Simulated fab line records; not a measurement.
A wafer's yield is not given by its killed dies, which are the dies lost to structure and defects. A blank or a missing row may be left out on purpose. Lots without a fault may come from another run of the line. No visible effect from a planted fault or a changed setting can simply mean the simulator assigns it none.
Which tool was responsible? + flow n5Finfet + 11 lots with 33 wafers sampled at 5 steps, on a route of 1938 steps

== WHAT EACH GAUGE READ, for each wafer ==
N5_DUMMY_REMOVAL_INSPECT_06: inspects for defects (brightfield).
| lot  | measured    | on               | rawDefectCount |
|------|-------------|------------------|----------------|
| L075 | day 4 09:59 | defectInspect-02 | 7 12 14        |
| L077 | day 4 20:21 | defectInspect-02 | 10 18 17       |
| L079 | day 5 03:28 | defectInspect-02 | 6 7 13         |
| L081 | day 5 15:41 | defectInspect-01 | 8 16 7         |
| L083 | day 6 03:25 | defectInspect-02 | 13 10 2        |
| L085 | day 6 19:31 | defectInspect-01 | 14 14 12       |
| L087 | day 7 05:31 | defectInspect-01 | 10 11 10       |
| L089 | day 7 18:08 | defectInspect-02 | 11 12 6        |
| L092 | day 8 09:41 | defectInspect-01 | 8 6 15         |
| L094 | day 9 02:02 | defectInspect-02 | 7 13 6         |
| L096 | day 9 11:04 | defectInspect-02 | 20 6 10        |

== TOOL THAT RAN EACH LOT (tool first, then ch and the chambers of the sampled wafers, then the start) ==
| lot  | N5_DUMMY_GATE_TRIM_49          | N5_DUMMY_GATE_STRIP_41           | N5_SD_EPI_N_ETCH_35              | N5_SDB_STRIP_22                    |
|------|--------------------------------|----------------------------------|----------------------------------|------------------------------------|
| L075 | rieSi-06 ch 1,2,3, day 3 10:02 | rieDiel-05 ch 1,3, day 3 10:16   | rieDiel-03 ch 0,1,2, day 3 12:21 | plasmaAsher-02 ch 0,1, day 4 05:50 |
| L077 | rieSi-04 ch 0,1,2, day 3 19:57 | rieDiel-06 ch 0,1,2, day 3 20:13 | rieDiel-04 ch 1,2,3, day 3 22:11 | plasmaAsher-01 ch 0,1, day 4 16:26 |
| L079 | rieSi-04 ch 0,1, day 4 04:45   | rieDiel-05 ch 2,3, day 4 04:59   | rieDiel-01 ch 0,1,2, day 4 07:08 | plasmaAsher-02 ch 0,1, day 4 23:05 |
| L081 | rieSi-04 ch 0,2,3, day 4 16:52 | rieDiel-05 ch 0,1,3, day 4 17:07 | rieDiel-01 ch 0,2, day 4 18:55   | plasmaAsher-02 ch 0,1, day 5 11:25 |
| L083 | rieSi-06 ch 0,2,3, day 5 04:34 | rieDiel-06 ch 1,2, day 5 04:56   | rieDiel-04 ch 0,2, day 5 06:56   | plasmaAsher-02 ch 0,1, day 5 23:32 |
| L085 | rieSi-04 ch 0,3, day 5 18:04   | rieDiel-02 ch 1,2,3, day 5 18:34 | rieDiel-01 ch 0,1,3, day 5 21:33 | plasmaAsher-02 ch 0,1, day 6 15:13 |
| L087 | rieSi-04 ch 0,1,3, day 6 04:55 | rieDiel-06 ch 1,3, day 6 05:10   | rieDiel-01 ch 0,1,3, day 6 07:32 | plasmaAsher-02 ch 0,1, day 7 01:33 |
| L089 | rieSi-04 ch 0,2, day 6 17:16   | rieDiel-02 ch 0,1,2, day 6 17:35 | rieDiel-01 ch 0,1, day 6 19:55   | plasmaAsher-02 ch 0,1, day 7 14:25 |
| L092 | rieSi-03 ch 1,2, day 7 10:14   | rieDiel-06 ch 1,2,3, day 7 10:29 | rieDiel-04 ch 0,1,2, day 7 12:21 | plasmaAsher-01 ch 0,1, day 8 05:11 |
| L094 | rieSi-03 ch 2,3, day 7 23:26   | rieDiel-05 ch 0,1,2, day 7 23:41 | rieDiel-04 ch 0,1, day 8 01:41   | plasmaAsher-01 ch 0, day 8 20:35   |
| L096 | rieSi-03 ch 1,2, day 8 10:44   | rieDiel-05 ch 0,2,3, day 8 10:59 | rieDiel-01 ch 1,2, day 8 12:58   | plasmaAsher-01 ch 1, day 9 06:25   |
- N5_DUMMY_GATE_TRIM_49: chemistry O2, time 29 s, target cd 14 nm.
- N5_DUMMY_GATE_STRIP_41: strips in O2.
- N5_SD_EPI_N_ETCH_35: etches SOC in N2/H2, overetch 108 nm, time 486 s.
- N5_SDB_STRIP_22: strips in N2/H2.

== THE ANSWER, worked out from the rows above alone ==
Rule: the usual values come from the lots themselves. The widest of any qualifying gaps counts: lots, ordered by their means at a reading, are off when they make up no more than a third of the lots, leave a main group of 4 or more, and stand apart from it by 3 or more times the standard deviation of that group's means. A main group whose means are all the same, to the digits that the tables above print for the reading, isn't used. A lot without any number at a reading at which 4 lots or more have one is off too. All remaining lots with rows at the step are treated as sound.
No lot is off at any reading shown: from this, nothing can be told.

== WHAT THE SIMULATOR HAD PUT IN ==
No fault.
